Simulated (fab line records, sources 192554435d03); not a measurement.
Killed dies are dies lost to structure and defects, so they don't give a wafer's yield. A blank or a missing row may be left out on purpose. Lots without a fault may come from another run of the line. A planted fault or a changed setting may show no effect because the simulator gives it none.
Which tool did it? | flow n5_finfet | 9 lots, 27 wafers sampled, at 5 steps of a route of 1938

WHAT THE GAUGES READ, wafer by wafer
N5_BEOL_M4_RC_MEAS_101.
lot  | measured     | on        | CJ_N
L647 | day 8 08:36  | prober-01 | 4.34 4.25 4.19
L648 | day 8 16:59  | prober-02 | 4.21 4.25 4.17
L650 | day 9 12:59  | prober-01 | 4.31 4.48 4.42
L655 | day 10 04:37 | prober-02 | 4.48 4.49 4.38
L656 | day 10 09:46 | prober-01 | 4.95 4.87 5.04
L657 | day 11 04:35 | prober-02 | 5.27 5.18 5.20
L666 | day 13 07:49 | prober-01 | 4.21 4.21 4.25
L667 | day 13 22:16 | prober-02 | 4.26 4.28 4.41
L669 | day 14 01:53 | prober-02 | 4.35 4.37 4.41

WHICH TOOL RAN EACH LOT (tool, then ch and the chambers of the sampled wafers, then the start)
lot  | N5_ZERO_LAYER_STRIP_24              | N5_WELL_APT_IMPLANT_32         | N5_PMOS_HMC_CHANNEL_EPI_ETCH_32   | N5_PMOS_HMC_CHANNEL_EPI_CMP_21
L647 | plasma_asher-01 ch 0,1, day 1 19:11 | implanter-02 ch 0, day 1 23:10 | rie_diel-02 ch 1,2,3, day 2 01:17 | cmp-03 ch 0,2,3, day 2 03:39
L648 | plasma_asher-01 ch 0, day 2 00:53   | implanter-02 ch 0, day 2 03:06 | rie_diel-03 ch 0,1,2, day 2 04:52 | cmp-04 ch 0,1,3, day 2 07:16
L650 | plasma_asher-02 ch 0,1, day 2 13:25 | implanter-02 ch 0, day 2 15:36 | rie_diel-02 ch 1,2,3, day 2 17:32 | cmp-03 ch 0,1,3, day 2 19:35
L655 | plasma_asher-01 ch 1, day 3 18:55   | implanter-02 ch 0, day 3 21:25 | rie_diel-03 ch 0,1,2, day 3 23:31 | cmp-04 ch 1,2,3, day 4 02:11
L656 | plasma_asher-01 ch 0,1, day 4 00:53 | implanter-02 ch 0, day 4 03:21 | rie_diel-03 ch 0,1,3, day 4 05:37 | cmp-04 ch 2,3, day 4 07:58
L657 | plasma_asher-02 ch 0,1, day 4 07:10 | implanter-02 ch 0, day 4 09:35 | rie_diel-03 ch 1,2,3, day 4 11:29 | cmp-03 ch 0,1,2, day 4 13:28
L666 | plasma_asher-01 ch 0,1, day 6 13:35 | implanter-01 ch 0, day 6 15:59 | rie_diel-03 ch 0,1,2, day 6 18:34 | cmp-04 ch 0,1,3, day 6 20:34
L667 | plasma_asher-02 ch 0,1, day 6 19:07 | implanter-02 ch 0, day 6 21:35 | rie_diel-01 ch 0,2,3, day 6 23:37 | cmp-03 ch 0,1,3, day 7 01:33
L669 | plasma_asher-02 ch 0,1, day 7 07:34 | implanter-02 ch 0, day 7 09:53 | rie_diel-02 ch 0,3, day 7 11:40   | cmp-01 ch 0,1,2, day 7 13:40
- N5_ZERO_LAYER_STRIP_24: strips in O2.
- N5_WELL_APT_IMPLANT_32
- N5_PMOS_HMC_CHANNEL_EPI_ETCH_32: etches BARC in N2/H2, stops on SiO2, target depth 85.8 nm, time 50.3 s.
- N5_PMOS_HMC_CHANNEL_EPI_CMP_21: polishes SiGe30, target thk 54 nm.

THE ANSWER, worked out from the rows above alone
Rule: what is usual is taken from the lots themselves. Put in order of their means at a reading, lots are off if they are a third of the lots or fewer, leave a main group of 4 or more, and stand apart from it by a gap of 3 or more times the standard deviation of the main group's means; of several such gaps the widest counts. A main group whose means are all the same, to the digits that the tables above print for the reading, isn't used. A lot without any number at a reading at which 4 lots or more have one is off too. The other lots that the step has rows for count as sound.
Off: L656, L657, at N5_BEOL_M4_RC_MEAS_101 (CJ_N). The main group: mean 4.32, standard deviation 0.086.
A tool fits if, at a process step before that reading, it ran every lot that is off, and no sound lot after the first of them. The gauges at N5_BEOL_M4_RC_MEAS_101 are tried like those tools. None of those tried fits.

WHAT THE SIMULATOR HAD PUT IN
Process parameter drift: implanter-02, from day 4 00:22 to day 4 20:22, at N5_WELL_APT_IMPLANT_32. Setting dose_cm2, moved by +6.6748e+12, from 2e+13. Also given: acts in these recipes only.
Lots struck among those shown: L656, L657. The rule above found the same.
